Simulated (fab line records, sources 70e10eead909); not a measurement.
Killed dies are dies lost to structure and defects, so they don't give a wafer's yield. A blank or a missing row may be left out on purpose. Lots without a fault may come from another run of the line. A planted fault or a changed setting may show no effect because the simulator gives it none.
fab line records | flow nand_harc
record lots=12 wafers=36 last_day=24
route steps=1159 shown A_STAIRCASE@653 END@1159
lots that met no fault: from a run of the same line without faults
start_h: hours from the record's first day to the start of the lot's first wafer shown | wait_h: hours since the lot's step before | " the same as in the row above | L1.1+2: a row that stands for several wafers | - no value, or no start given | * or withheld: withheld | < > ~ a bound
route shown NAME@n: a module of which the file shows steps, and the number in the route of the first | usual: mean/standard deviation of fault-free wafers | same: alike in all rows | chamber/n: place in a boat | sites: the reading at each site | _std_site: their standard deviation | _edge_site: outer sites' mean less inner sites' | radius_mm: how far each site lies from the wafer's centre | mask NAME#n: copy n | behind: the tool/chamber that last shaped the wafer | hold: why the lot was held/for how many hours/how that ended | device: the transistor (n, p or np) that didn't switch | end of line: the same wafers' tests at the end of the route | a step without rows: its recipe alone | killed: dies lost to structure and defects at the first sort, not the wafer's yield | map: a wafer's dies, x killed, . not, _ none there
set.NAME: the setting as run; set.NAME@STEP: as run at that earlier step | model.NAME: the simulator's own value behind a step, which no gauge read
steps of the route over a sample of lots; a table a step, a row a wafer
services: from which hour (start_h, from the record's first day; less than 0 if before it) a tool's chamber was out of use, for how many hours, and why
## steps
# step NHARC_A_STAIRCASE_DEP_259
# recipe target_thk_a=300 target_thk_nm=30 temp_c=400 pressure_torr=3.5 flow_sccm=200 rf_w=350 material=SiON
# usual heater_power_w=735/110 showerhead_vpp_V=1170/42
# columns lot.wafer tool chamber start_h wait_h heater_power_w showerhead_vpp_V since_wet_clean_h
L962.2 pecvd-03 1 246.04 1.2 809 1210 122
L962.3 " 2 " " 708 1208 122
L962.5 " 0 " " 769 1226 -
L967.3 pecvd-02 1 281.76 1.0 807 1185 116
L967.1 " 2 " " 781 1146 116
L967.6 " 2 " " 797 1097 -
L969.2 pecvd-01 0 292.73 1.3 522 1191 43
L969.5 " 0 " " 525 1147 -
L969.4 " 1 " " 756 1185 -
L974.1 pecvd-02 1 329.38 1.6 791 1167 163
L974.2 " 2 " " 788 1114 163
L974.4 " 1 " " 783 1207 -
L975.1 pecvd-02 0 330.07 1.6 601 1167 164
L975.5 " 1 " " 748 1193 -
L975.4 " 2 " " 793 1125 -
L977.3 pecvd-03 0 338.70 1.1 726 1226 34
L977.5 " 0 " " 718 1202 -
L977.4 " 2 " " 716 1200 -
L979.1 pecvd-03 0 354.31 1.6 812 1202 49
L979.3 " 1 " " 755 1218 49
L979.4 " 0 " " 806 1221 -
L978.1 pecvd-03 2 355.07 1.6 672 1195 50
L978.5 " 1 " " 723 1207 -
L978.6 " 2 " " 673 1214 -
L981.1 pecvd-03 0 365.68 1.6 743 1217 61
L981.4 " 1 " " 800 1214 -
L981.6 " 0 " " 737 1231 -
L982.2 pecvd-02 1 369.37 1.2 926 1173 22
L982.3 " 2 " " 726 1116 22
L982.4 " 1 " " 743 1191 -
L983.1 pecvd-02 2 371.57 1.6 727 1114 24
L983.2 " 1 " " 815 1180 24
L983.4 " 2 " " 728 1121 -
L985.3 pecvd-02 0 384.25 0.9 593 1173 37
L985.5 " 1 " " 825 1186 -
L985.6 " 2 " " 779 1125 -
# step NHARC_A_STAIRCASE_ETCH_292
# recipe cf4_flow_sccm=100 chf3_flow_sccm=30 ar_flow_sccm=0 rf_w=500 bias_w=200 chemistry=CF4/CHF3
# usual chamber_pressure_mTorr=24.998/0.021 drypump_motor_current_A=5.7/0.5 oes_product_au=0.952/0.02 rf_vpp_V=371.3/2.5 showerhead_plenum_p_Torr=1.60/0.069 throttle_valve_pct=16.802/0.0091
# columns lot.wafer tool chamber start_h wait_h chamber_pressure_mTorr drypump_motor_current_A oes_product_au rf_hours_counter_h rf_vpp_V showerhead_plenum_p_Torr throttle_valve_pct
L962.2 rie_diel-07 0 247.10 0.1 24.980 5.3 0.967 3 368.7 1.55 16.792
L962.3 " 2 " " 24.991 4.9 0.981 4 370.6 1.58 16.797
L962.5 " 1 " " 24.998 6.1 0.987 - 367.2 1.48 16.801
L967.3 rie_diel-07 0 282.81 0.1 25.009 5.3 0.969 10 370.0 1.55 16.809
L967.1 " 1 " " 24.993 6.1 0.971 16 367.2 1.48 16.806
L967.6 " 2 " " 25.006 4.8 0.971 - 369.2 1.57 16.802
L969.4 rie_diel-05 3 293.84 0.1 25.011 5.0 0.981 48 370.9 1.63 16.797
L969.2 " 0 " " 24.997 5.3 0.951 47 372.3 1.67 16.804
L969.5 " 3 " " 24.951 5.0 0.989 - 373.2 1.63 16.802
L974.4 rie_diel-04 0 330.47 0.1 24.980 6.3 0.956 12 372.7 1.62 16.810
L974.2 " 1 " " 24.956 5.8 0.963 12 366.5 1.48 16.786
L974.1 " 3 " " 24.995 5.8 0.932 12 372.3 1.60 16.801
L975.4 rie_diel-07 0 330.95 0.1 25.008 5.3 0.970 31 369.8 1.54 16.795
L975.1 " 3 " " 24.997 5.7 0.973 32 375.2 1.69 16.796
L975.5 " 0 " " 25.012 5.3 0.970 - 369.1 1.54 16.816
L977.4 rie_diel-04 3 339.67 0.1 24.977 5.9 0.956 15 372.0 1.60 16.783
L977.3 " 0 " " 24.988 6.3 0.972 15 373.5 1.62 16.802
L977.5 " 0 " " 24.981 6.3 0.963 - 372.1 1.62 16.797
L979.1 rie_diel-04 3 355.36 0.1 25.003 5.9 0.958 23 369.4 1.59 16.791
L979.3 " 0 " " 24.977 6.3 0.967 22 372.2 1.62 16.799
L979.4 " 2 " " 24.971 6.0 0.971 23 368.2 1.56 16.796
L978.1 rie_diel-05 0 357.51 1.5 25.006 5.3 0.957 5 375.0 1.67 16.800
L978.6 " 3 " " 25.033 5.0 0.974 - 373.3 1.63 16.799
L978.5 " 0 " " 25.016 5.3 0.948 - 374.2 1.67 16.800
L981.4 rie_diel-07 1 366.85 0.1 24.978 6.0 0.924 43 365.9 1.47 16.802
L981.1 " 2 " " 24.998 4.9 0.924 53 371.4 1.56 16.798
L981.6 " 1 " " 25.019 6.1 0.930 - 365.3 1.47 16.804
L982.3 rie_diel-07 2 370.45 0.1 24.995 4.9 0.923 54 369.1 1.56 16.819
L982.4 " 3 " " 24.999 5.6 0.939 49 373.9 1.69 16.799
L982.2 " 0 " " 24.981 5.3 0.927 48 369.6 1.54 16.805
L983.4 rie_diel-05 1 372.54 0.1 25.009 6.1 0.988 8 371.5 1.58 16.794
L983.1 " 2 " " 25.018 6.3 0.986 7 374.3 1.68 16.803
L983.2 " 3 " " 25.006 5.0 0.966 8 371.1 1.62 16.797
L985.3 rie_diel-04 2 385.37 0.2 24.999 5.9 0.951 32 369.5 1.56 16.796
L985.6 " 3 " " 25.020 5.9 0.941 - 370.3 1.59 16.804
L985.5 " 0 " " 25.014 6.3 0.937 - 372.3 1.62 16.812
# step NHARC_A_STAIRCASE_STRIP_295
# recipe o2_flow_sccm=500 ar_flow_sccm=0 bias_w=0 chemistry=O2
# usual bias_w=0/0 chamber_pressure_mTorr=60.00/0.053 drypump_motor_current_A=5.7/0.5 oes_product_au=1.004/0.009 rf_vpp_V=58.0/1 showerhead_plenum_p_Torr=3.59/0.15 throttle_valve_pct=17.036/0.0083
# columns lot.wafer tool chamber start_h wait_h bias_w chamber_pressure_mTorr drypump_motor_current_A oes_product_au rf_hours_counter_h rf_vpp_V showerhead_plenum_p_Torr throttle_valve_pct
L962.2 rie_diel-07 0 248.48 - 0 59.96 5.3 0.998 4 55.9 3.47 17.024
L962.3 " 1 " " 0 59.89 6.1 1.003 5 57.7 3.33 17.040
L962.5 " 2 " " 0 59.97 4.9 1.003 - 57.7 3.53 17.038
L967.1 rie_diel-07 3 285.51 - 0 60.09 5.7 1.010 13 59.3 3.80 17.034
L967.3 " 0 " " 0 60.05 5.3 1.009 13 57.7 3.47 17.036
L967.6 " 2 " " 0 59.92 4.9 1.015 - 58.1 3.53 17.027
L969.2 rie_diel-05 0 295.19 - 0 59.92 5.3 0.995 48 59.0 3.74 17.041
L969.4 " 2 " " 0 60.00 6.3 1.008 49 58.9 3.78 17.029
L969.5 " 1 " " 0 60.07 6.1 1.013 - 58.3 3.55 17.044
L974.4 rie_diel-04 1 331.91 - - - - - - - - -
L974.1 " 2 " " - - - - - - - -
L974.2 " 3 " " - - - - - - - -
L975.4 rie_diel-07 3 332.31 - - - - - - - - -
L975.1 " 1 " " - - - - - - - -
L975.5 " 2 " " - - - - - - - -
L977.4 rie_diel-04 3 341.52 - 0 60.02 5.9 0.988 16 58.6 3.58 17.023
L977.3 " 0 " " 0 60.02 6.3 1.015 16 59.1 3.64 17.027
L977.5 " 0 " " 0 60.04 6.3 1.012 - 57.7 3.64 17.031
L979.3 rie_diel-04 0 357.95 - 0 60.01 6.3 1.009 24 57.7 3.63 17.024
L979.1 " 1 " " 0 59.98 5.9 1.029 23 59.4 3.31 17.031
L979.4 " 2 " " 0 59.89 5.9 1.009 24 56.5 3.50 17.046
L978.1 rie_diel-05 2 358.86 - 0 60.01 6.3 1.007 4 57.2 3.77 17.028
L978.5 " 1 " " 0 60.02 6.1 1.004 - 58.9 3.53 17.037
L978.6 " 2 " " 0 59.91 6.3 1.005 - 57.5 3.77 17.029
L981.4 rie_diel-07 2 368.22 - 0 59.97 4.9 0.995 54 57.1 3.51 17.042
L981.1 " 0 " " 0 59.99 5.3 0.996 47 57.9 3.45 17.034
L981.6 " 2 " " 0 59.99 4.9 1.001 - 58.4 3.51 17.034
L982.4 rie_diel-07 2 371.76 - 0 59.98 4.9 1.006 55 56.4 3.51 17.030
L982.3 " 3 " " 0 60.01 5.7 1.000 49 59.4 3.78 17.037
L982.2 " 0 " " 0 59.99 5.3 1.006 49 56.2 3.45 17.044
L983.2 rie_diel-05 3 374.30 - 0 60.00 5.0 0.997 8 59.1 3.64 17.035
L983.4 " 0 " " 0 60.01 5.3 0.992 10 58.0 3.73 17.034
L983.1 " 1 " " 0 60.02 6.1 1.002 9 57.4 3.53 17.031
L985.3 rie_diel-04 3 386.85 - 0 59.98 5.9 1.005 35 58.4 3.57 17.039
L985.6 " 1 " " 0 59.99 5.9 1.031 - 58.3 3.31 17.046
L985.5 " 2 " " 0 60.00 6.0 1.010 - 57.9 3.50 17.023
# step NHARC_A_STAIRCASE_DEP_301
# recipe target_thk_a=300 target_thk_nm=30 temp_c=400 pressure_torr=3.5 flow_sccm=200 rf_w=350 material=SiON
# usual heater_power_w=745/110 showerhead_vpp_V=1167/49
# columns lot.wafer tool chamber start_h wait_h heater_power_w showerhead_vpp_V since_wet_clean_h
L962.2 pecvd-03 2 251.14 1.3 659 1208 127
L962.3 " 1 " " 835 1222 127
L962.5 " 0 " " 766 1200 -
L967.3 pecvd-02 1 288.43 0.9 730 1177 122
L967.1 " 2 " " 751 1096 122
L967.6 " 0 " " 564 1164 -
L969.2 pecvd-02 2 298.80 1.9 753 1106 133
L969.4 " 0 " " 566 1147 -
L969.5 " 1 " " 867 1201 -
L974.2 pecvd-03 0 335.83 1.7 873 1238 31
L974.1 " 2 " " 733 1211 31
L974.4 " 0 " " 852 1205 -
L975.1 pecvd-01 1 337.25 1.6 705 1168 87
L975.4 " 2 " " 838 1075 -
L975.5 " 1 " " 698 1180 -
L977.3 pecvd-03 2 344.61 1.0 715 1212 39
L977.4 " 1 " " 849 1213 -
L977.5 " 0 " " 727 1231 -
L979.1 pecvd-02 0 364.27 1.6 561 1155 17
L979.3 " 1 " " 790 1196 17
L979.4 " 1 " " 799 1190 -
L978.1 pecvd-02 1 366.15 1.6 858 1199 19
L978.6 " 0 " " 570 1179 -
L978.5 " 1 " " 897 1190 -
L981.1 pecvd-03 0 372.93 1.6 840 1233 68
L981.4 " 0 " " 845 1225 -
L981.6 " 1 " " 861 1219 -
L982.2 pecvd-01 0 377.03 1.3 567 1187 127
L982.3 " 1 " " 733 1165 127
L982.4 " 2 " " 948 1051 -
L983.1 pecvd-02 1 378.87 1.6 860 1192 32
L983.2 " 0 " " 535 1155 32
L983.4 " 0 " " 540 1185 -
L985.3 pecvd-01 0 389.59 1.0 639 1173 140
L985.6 " 1 " " 728 1175 -
L985.5 " 2 " " 800 1076 -
# step NHARC_END_SORT_01
# recipe temp_c=25
# usual killed_at_array=27/12 killed_at_other=0.8/1 killed_at_periphery=4.0/2.5 killed_dies=32/11 killed_open=3.3/1.8 killed_short=2.0/1.5
# same gross_dies=677
# columns lot.wafer tool chamber start_h wait_h killed_at_array killed_at_other killed_at_periphery killed_dies killed_open killed_short
L974.2 prober-02 0 505.00 2.8 45 2 4 51 4 6
# killed by level:class
L974.2 A_CHANNEL_HOLE_D1:chamber_film_flake=21 A_SLIT:chamber_film_flake=10 A_STAIRCASE:chamber_film_flake=3 P_CONTACT:geometric_particle:short=2 A_WL_FILL:geometric_particle:short=2 A_CONTACT:chamber_film_flake=2 P_CONTACT:geometric_particle:open=1 P_M2:geometric_particle:open=1
## services
# columns tool chamber start_h hours kind
rie_diel-07 - 228.70 9.0 pm
rie_diel-07 0 228.70 9.0 vent_cycle
rie_diel-07 1 228.70 9.0 vent_cycle
rie_diel-07 2 228.70 9.0 vent_cycle
rie_diel-07 3 228.70 9.0 vent_cycle
pecvd-01 - 237.10 13.0 pm
pecvd-02 0 237.98 7.2 repair
rie_diel-05 0 250.14 1.2 repair
rie_diel-07 3 259.11 11.9 repair
rie_diel-07 0 266.82 8.3 repair
rie_diel-04 1 269.64 10.0 repair
pecvd-01 0 273.46 5.9 repair
rie_diel-07 1 284.16 23.1 repair
rie_diel-04 - 288.90 9.0 pm
pecvd-03 - 292.16 13.0 pm
pecvd-02 - 334.33 13.0 pm
pecvd-02 0 334.33 13.0 vent_cycle
pecvd-02 1 334.33 13.0 vent_cycle
pecvd-02 2 334.33 13.0 vent_cycle
rie_diel-05 - 340.63 9.0 pm
pecvd-02 0 347.33 - clean
pecvd-02 1 347.33 - clean
pecvd-02 2 347.33 - clean
pecvd-03 2 366.81 7.3 repair
## key
first_sign step=NHARC_A_STAIRCASE_STRIP_295 reading=tool_record direction=missing
effect none on later readings
met_at NHARC_A_STAIRCASE_STRIP_295
struck_lots L974,L975
tester_left_out L974,L975
not_acting_at NHARC_A_STAIRCASE_DEP_259,NHARC_A_STAIRCASE_ETCH_292,NHARC_A_STAIRCASE_DEP_301
onset_between 285.51 331.91
fault kind=skipped_step_whole tool=rie_diel-04,rie_diel-07 chamber=- onset_h=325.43 steps=NHARC_A_STAIRCASE_STRIP_295 scope=struck_lots_only
# tester_left_out: of these lots the tester's yield and bins aren't shown, on N5 and GAA mostly nor the transistor test; their killed dies are dies lost to structure and defects alone, not to doping, threshold or leakage, so they don't give the yield
